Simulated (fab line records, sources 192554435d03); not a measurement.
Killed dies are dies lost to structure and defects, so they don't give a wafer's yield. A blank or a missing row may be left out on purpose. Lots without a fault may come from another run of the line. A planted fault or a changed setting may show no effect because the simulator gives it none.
fab line records | flow n5_finfet
record lots=9 wafers=26 last_day=18
route steps=1938 shown BEOL_M0_SAQP@638 BEOL_M4@1111
lots that met no fault: from a run of the same line without faults
start_h: hours from the record's first day to the start of the lot's first wafer shown | wait_h: hours since the lot's step before | " the same as in the row above | L1.1+2: a row that stands for several wafers | - no value, or no start given | * or withheld: withheld | < > ~ a bound
route shown NAME@n: a module of which the file shows steps, and the number in the route of the first | usual: mean/standard deviation of fault-free wafers | same: alike in all rows | chamber/n: place in a boat | sites: the reading at each site | _std_site: their standard deviation | _edge_site: outer sites' mean less inner sites' | radius_mm: how far each site lies from the wafer's centre | mask NAME#n: copy n | behind: the tool/chamber that last shaped the wafer | hold: why the lot was held/for how many hours/how that ended | device: the transistor (n, p or np) that didn't switch | end of line: the same wafers' tests at the end of the route | a step without rows: its recipe alone | killed: dies lost to structure and defects at the first sort, not the wafer's yield | map: a wafer's dies, x killed, . not, _ none there
set.NAME: the setting as run; set.NAME@STEP: as run at that earlier step | model.NAME: the simulator's own value behind a step, which no gauge read
steps of the route over a sample of lots; a table a step, a row a wafer
services: from which hour (start_h, from the record's first day; less than 0 if before it) a tool's chamber was out of use, for how many hours, and why
## steps
# step N5_BEOL_M0_SAQP_PECVD_04
# recipe material=a-Si target_thk_a=600 temp_c=350 precursor=SiH4/He pressure_torr=3 rf_w=100 time_s=60.2
# usual heater_power_w=578/49 showerhead_plenum_p_Torr=5.68/0.05 susceptor_temp_C=350.00/0.21 throttle_valve_pct=18.1/0.99
# columns lot.wafer tool chamber start_h wait_h heater_power_w showerhead_plenum_p_Torr susceptor_temp_C throttle_valve_pct
L299.1 pecvd-02 2 113.05 0.0 502 5.59 349.70 17.5
L299.3 " 1 " " 517 5.67 349.95 18.8
L299.5 " 2 " " 527 5.60 349.85 17.5
L300.2 pecvd-04 0 120.65 0.0 614 5.64 350.06 17.0
L300.3 " 2 " " 569 5.67 350.10 17.4
L300.5 " 2 " " 562 5.68 350.26 17.3
L301.3 pecvd-04 0 121.69 0.0 637 5.66 350.13 17.1
L301.5 " 0 " " 660 5.65 349.90 16.7
L301.6 " 1 " " 559 5.72 349.92 18.8
L302.2 pecvd-04 0 131.99 0.0 699 5.66 350.26 16.7
L302.4 " 0 " " 691 5.65 349.87 16.8
L302.6 " 2 " " 567 5.67 349.97 17.6
L308.1 pecvd-04 0 171.68 0.0 568 5.66 349.80 17.0
L308.4 " 0 " " 593 5.65 350.04 17.0
L311.1 pecvd-02 1 193.19 0.0 561 5.66 349.62 18.7
L311.4 " 0 " " 665 5.72 350.23 18.6
L311.5 " 2 " " 561 5.60 350.34 18.0
L319.1 pecvd-04 2 244.14 0.0 520 5.67 350.00 16.7
L319.2 " 1 " " 602 5.72 349.84 19.0
L319.4 " 0 " " 588 5.65 350.01 17.0
L320.2 pecvd-03 2 247.84 0.0 492 5.63 349.68 17.9
L320.3 " 1 " " 571 5.73 349.69 17.0
L320.5 " 0 " " 663 5.76 349.89 19.8
L321.1 pecvd-04 1 253.74 0.0 560 5.71 350.18 19.2
L321.3 " 2 " " 513 5.67 350.15 16.6
L321.5 " 1 " " 559 5.71 350.35 19.2
# step N5_BEOL_M0_SAQP_RECESS_114
# recipe chemistry=HF/NH3 target=SiO2 target_depth_a=144 afs_cycles=3 temp_c=30 sublimation_temp_c=180 sublimation_time_s=60
# usual drypump_motor_current_A=5.84/0.23 sublimation_temp_c=180.00/0.15
# columns lot.wafer tool chamber start_h wait_h drypump_motor_current_A sublimation_temp_c
L299.1 vapor_etch-02 0 114.27 0.0 6.02 180.09
L299.3 " 0 " " 6.02 179.99
L299.5 " 1 " " 6.07 180.19
L300.2 vapor_etch-02 1 121.92 0.0 6.09 180.18
L300.3 " 0 " " 6.01 179.82
L300.5 " 1 " " 6.09 179.95
L301.3 vapor_etch-01 0 122.99 0.1 5.70 180.02
L301.5 " 0 " " 5.69 179.90
L301.6 " 1 " " 5.53 179.75
L302.2 vapor_etch-02 1 133.16 0.0 6.11 180.00
L302.4 " 0 " " 5.98 180.06
L302.6 " 1 " " 6.14 180.02
L308.1 vapor_etch-02 0 172.91 0.0 6.02 180.14
L308.4 " 0 " " 6.03 179.98
L311.1 vapor_etch-01 0 194.24 0.0 5.69 179.87
L311.4 " 0 " " 5.70 179.98
L311.5 " 1 " " 5.56 179.82
L319.1 vapor_etch-02 0 245.38 0.0 5.98 180.04
L319.2 " 1 " " 6.12 179.94
L319.4 " 1 " " 6.11 180.01
L320.2 vapor_etch-02 1 249.01 0.0 6.11 179.77
L320.3 " 1 " " 6.09 179.64
L320.5 " 0 " " 6.00 180.18
L321.1 vapor_etch-02 1 254.79 0.0 6.08 180.17
L321.3 " 0 " " 6.02 180.14
L321.5 " 1 " " 6.12 180.34
# step N5_BEOL_M0_SAQP_ETCH_102
# recipe chemistry=CF4 target=SiO2 target_depth_a=40 ion_energy_ev=350 time_s=4.4 pressure_mtorr=10 icp_w=800 bias_w=400 cf4_flow_sccm=80
# usual drypump_motor_current_A=5.8/0.34 he_backside_leak_sccm=2.69/0.29 oes_product_au=1.008/0.02 throttle_valve_pct=21.70/0.22
# columns lot.wafer tool chamber start_h wait_h drypump_motor_current_A he_backside_leak_sccm oes_product_au rf_hours_counter_h throttle_valve_pct
L299.1 rie_si-05 1 115.96 0.1 5.4 3.03 1.001 128 22.06
L299.3 " 0 " " 5.9 2.13 1.028 28 21.59
L299.5 " 1 " " 5.4 3.01 1.011 - 22.06
L300.2 rie_si-06 2 123.20 0.1 5.4 2.40 0.983 43 21.67
L300.3 " 0 " " 6.0 2.41 0.991 51 21.51
L300.5 " 3 " " 6.2 2.78 0.999 - 21.34
L301.3 rie_si-02 3 124.08 0.1 5.2 2.75 1.010 13 21.75
L301.5 " 3 " " 5.2 2.79 1.022 - 21.77
L301.6 " 0 " " 5.6 2.47 0.981 - 21.37
L302.2 rie_si-06 0 134.46 0.1 6.0 2.34 0.992 51 21.54
L302.4 " 1 " " 6.1 2.47 1.023 25 21.95
L302.6 " 3 " " 6.2 2.68 1.011 - 21.36
L308.1 rie_si-06 2 174.26 0.1 5.4 2.36 1.326 44 21.81
L308.4 " 1 " " 6.1 2.48 1.353 26 22.04
L311.1 rie_si-05 1 195.68 0.1 5.4 3.04 1.002 130 22.05
L311.4 " 2 " " 5.8 2.84 1.038 96 21.78
L311.5 " 0 " " 5.9 2.28 1.041 - 21.59
L319.1 rie_si-02 1 246.58 0.1 5.6 2.82 1.000 75 21.78
L319.2 " 2 " " 6.3 2.76 1.015 34 21.66
L319.4 " 3 " " 5.2 2.67 1.030 16 21.76
L320.2 rie_si-02 1 250.21 0.1 5.6 2.82 0.998 75 21.78
L320.3 " 3 " " 5.2 2.78 1.026 16 21.76
L320.5 " 0 " " 5.7 2.39 0.968 - 21.36
L321.1 rie_si-02 3 255.99 0.1 5.2 2.73 1.027 16 21.75
L321.3 " 0 " " 5.7 2.67 0.962 59 21.37
L321.5 " 2 " " 6.3 2.63 1.005 - 21.67
# step N5_BEOL_M0_SAQP_ETCH_106
# recipe chemistry=N2/H2 target=SOC target_depth_a=1500 stop_on=SiNx ion_energy_ev=100 bias_w=61 pressure_mtorr=30 source_w=850 n2_flow_sccm=200 h2_flow_sccm=200
# usual drypump_motor_current_A=5.7/0.41 n2_flow_sccm=200.0/0.6 oes_product_au=0.74/0.058 rf_vpp_V=240.9/1.5 showerhead_plenum_p_Torr=2.56/0.095 throttle_valve_pct=17.90/0.24
# columns lot.wafer tool chamber start_h wait_h drypump_motor_current_A n2_flow_sccm oes_product_au rf_hours_counter_h rf_vpp_V showerhead_plenum_p_Torr throttle_valve_pct
L299.1 rie_diel-04 2 116.57 - 5.9 201.1 0.86 36 241.0 2.57 17.48
L299.3 " 0 " " 5.3 199.8 0.78 148 242.8 2.64 17.76
L299.5 " 3 " " 6.0 199.9 0.71 - 241.7 2.62 17.82
L300.2 rie_diel-04 3 123.80 - 6.0 200.4 0.70 208 242.9 2.62 17.82
L300.3 " 0 " " 5.3 199.3 0.77 151 242.0 2.64 17.76
L300.5 " 0 " " 5.3 199.5 0.77 - 243.4 2.64 17.77
L301.3 rie_diel-06 3 124.66 - 6.2 199.1 0.73 209 240.0 2.51 17.89
L301.5 " 2 " " 4.8 200.1 0.68 - 239.2 2.40 18.00
L301.6 " 1 " " 5.6 199.4 0.79 - 238.1 2.38 17.79
L302.2 rie_diel-06 0 135.02 - 5.6 199.9 0.74 174 240.7 2.63 17.97
L302.4 " 0 " " 5.6 200.5 0.74 - 242.5 2.63 17.97
L302.6 " 1 " " 5.6 199.8 0.79 - 238.0 2.38 17.81
L308.1 rie_diel-06 3 174.82 - 6.1 201.2 0.72 232 240.0 2.50 17.93
L308.4 " 0 " " 5.6 200.1 0.72 192 241.5 2.62 18.00
L311.1 rie_diel-04 0 196.24 - 5.3 199.4 0.74 176 241.8 2.62 17.81
L311.4 " 2 " " 5.9 198.8 0.82 62 241.4 2.56 17.51
L311.5 " 2 " " 5.9 200.3 0.82 - 240.3 2.56 17.51
L319.1 rie_diel-01 3 247.14 - 5.9 198.7 0.68 247 240.0 2.51 17.88
L319.2 " 0 " " 6.2 199.4 0.69 212 238.2 2.40 18.11
L319.4 " 3 " " 5.9 199.5 0.68 - 242.1 2.51 17.86
L320.2 rie_diel-06 1 250.99 - 5.5 199.3 0.76 148 236.2 2.36 17.86
L320.3 " 2 " " 4.8 200.0 0.87 34 243.8 2.70 17.65
L320.5 " 2 " " 4.8 200.1 0.87 - 242.4 2.70 17.65
L321.1 rie_diel-06 2 256.55 - 4.8 199.9 0.88 36 242.7 2.70 17.65
L321.3 " 1 " " 5.6 199.3 0.74 150 237.7 2.36 17.86
L321.5 " 0 " " 5.6 200.5 0.71 - 242.3 2.61 18.04
# step N5_BEOL_M4_RC_MEAS_101
# usual DIBL_N=35.9/1.8 DIBL_P=36.2/2 IOFF_N=0.16/0.031 IOFF_P=0.22/0.041 ION_N=676/11 ION_P=465/8.5 SS_N=71.4/0.64 SS_P=73.2/0.7 VT_N=250/3.5 VT_P=-250/3.9
# columns lot.wafer tool chamber start_h wait_h DIBL_N[mV/V] DIBL_P[mV/V] IOFF_N[nA/um] IOFF_P[nA/um] ION_N[uA/um] ION_P[uA/um] SS_N[mV/dec] SS_P[mV/dec] VT_N[mV] VT_P[mV]
L299.1 prober-02 0 172.36 0.0 35.3 37.7 0.15 0.21 681 472 70.8 73.5 250 -250
L299.3 " 0 " " 34.0 35.3 0.13 0.18 657 456 70.9 73.1 253 -252
L299.5 " 0 " " 35.9 37.8 0.16 0.22 688 467 70.8 73.5 251 -249
L300.2 prober-02 0 182.35 0.2 36.6 35.9 0.17 0.19 673 449 71.5 73.4 250 -251
L300.3 " 0 " " 33.5 32.5 0.11 0.15 657 450 70.8 71.8 252 -254
L300.5 " 0 " " 35.1 35.4 0.15 0.18 676 457 71.1 72.0 250 -251
L301.3 prober-02 0 189.02 0.3 32.6 34.6 0.12 0.18 668 462 70.5 72.7 254 -248
L301.5 " 0 " " 29.3 29.7 0.08 0.12 652 450 70.0 71.0 260 -254
L301.6 " 0 " " 34.5 34.9 0.14 0.18 655 451 71.0 71.9 252 -251
L302.2 prober-01 0 195.17 0.2 36.8 36.1 0.18 0.25 681 471 72.3 73.8 249 -244
L302.4 " 0 " " 36.2 35.4 0.15 0.24 673 474 71.4 74.1 250 -245
L302.6 " 0 " " 34.8 34.8 0.15 0.23 678 472 71.2 73.0 249 -247
L308.1 prober-01 0 238.30 0.0 36.8 36.0 0.13 0.19 653 450 72.2 72.7 256 -252
L308.4 " 0 " " 38.1 37.7 0.18 0.24 680 473 72.2 73.7 249 -250
L311.1 prober-01 0 252.03 0.0 34.1 35.4 0.15 0.19 672 461 70.4 73.0 250 -252
L311.4 " 0 " " 33.9 34.9 0.13 0.18 663 459 71.3 72.6 251 -253
L311.5 " 0 " " 32.4 33.7 0.12 0.16 674 463 70.7 72.8 251 -255
L319.1 prober-01 0 303.26 0.0 36.2 34.7 0.17 0.22 680 459 71.8 73.0 247 -251
L319.2 " 0 " " 34.7 33.7 0.14 0.20 669 466 71.2 72.9 249 -251
L319.4 " 0 " " 34.8 33.1 0.15 0.19 662 458 71.2 71.8 250 -250
L320.2 prober-02 0 308.80 0.2 35.1 35.2 0.14 0.21 684 470 71.1 72.6 247 -248
L320.3 " 0 " " 37.9 37.1 0.18 0.24 691 473 71.3 74.2 248 -248
L320.5 " 0 " " 37.0 36.8 0.16 0.24 678 470 71.6 73.5 248 -248
L321.1 prober-02 0 321.11 0.0 35.7 35.5 0.13 0.15 676 456 70.6 73.4 250 -258
L321.3 " 0 " " 35.4 35.8 0.13 0.15 678 464 70.6 72.5 254 -259
L321.5 " 0 " " 35.6 36.1 0.14 0.15 675 452 71.2 73.0 249 -256
## services
# columns tool chamber start_h hours kind
rie_diel-01 0 107.52 8.7 repair
pecvd-02 0 108.36 12.0 repair
pecvd-04 1 127.87 2.1 scheduled_down
rie_diel-01 - 142.97 28.1 pm
pecvd-04 0 150.36 2.1 scheduled_down
rie_diel-06 - 151.78 0.2 repair
vapor_etch-02 - 152.97 2.8 pm
pecvd-03 - 153.80 47.8 repair
vapor_etch-02 - 160.03 0.9 repair
rie_si-02 1 170.44 7.1 repair
rie_si-05 - 175.82 15.6 pm
pecvd-04 1 177.27 5.5 scheduled_down
pecvd-04 - 180.72 0.2 repair
vapor_etch-01 0 183.39 5.4 repair
pecvd-04 2 194.24 5.5 scheduled_down
rie_si-05 1 196.19 7.8 repair
pecvd-04 2 205.86 5.5 scheduled_down
pecvd-04 0 229.33 - calibration
vapor_etch-01 1 235.55 2.4 repair
rie_si-06 0 239.33 6.8 repair
rie_diel-01 2 244.51 16.5 repair
rie_si-06 - 248.15 4.3 pm
pecvd-02 2 252.11 3.4 repair
rie_si-05 1 256.31 2.0 repair
## key
first_sign step=N5_BEOL_M0_SAQP_ETCH_102 reading=oes_product_au direction=up sigmas=16 usual=1.008 struck=1.340
effect none on later readings
met_at N5_BEOL_M0_SAQP_ETCH_102
struck_lots L308
struck_wafers L308.1,L308.4
not_acting_at N5_BEOL_M0_SAQP_PECVD_04,N5_BEOL_M0_SAQP_RECESS_114,N5_BEOL_M0_SAQP_ETCH_106
onset_between 134.46 174.26
fault kind=process_parameter_drift tool=rie_si-06 chamber=- onset_h=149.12 steps=N5_BEOL_M0_SAQP_ETCH_102 channel=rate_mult offset=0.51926 shape=step end_h=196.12 scope=struck_wafers_only
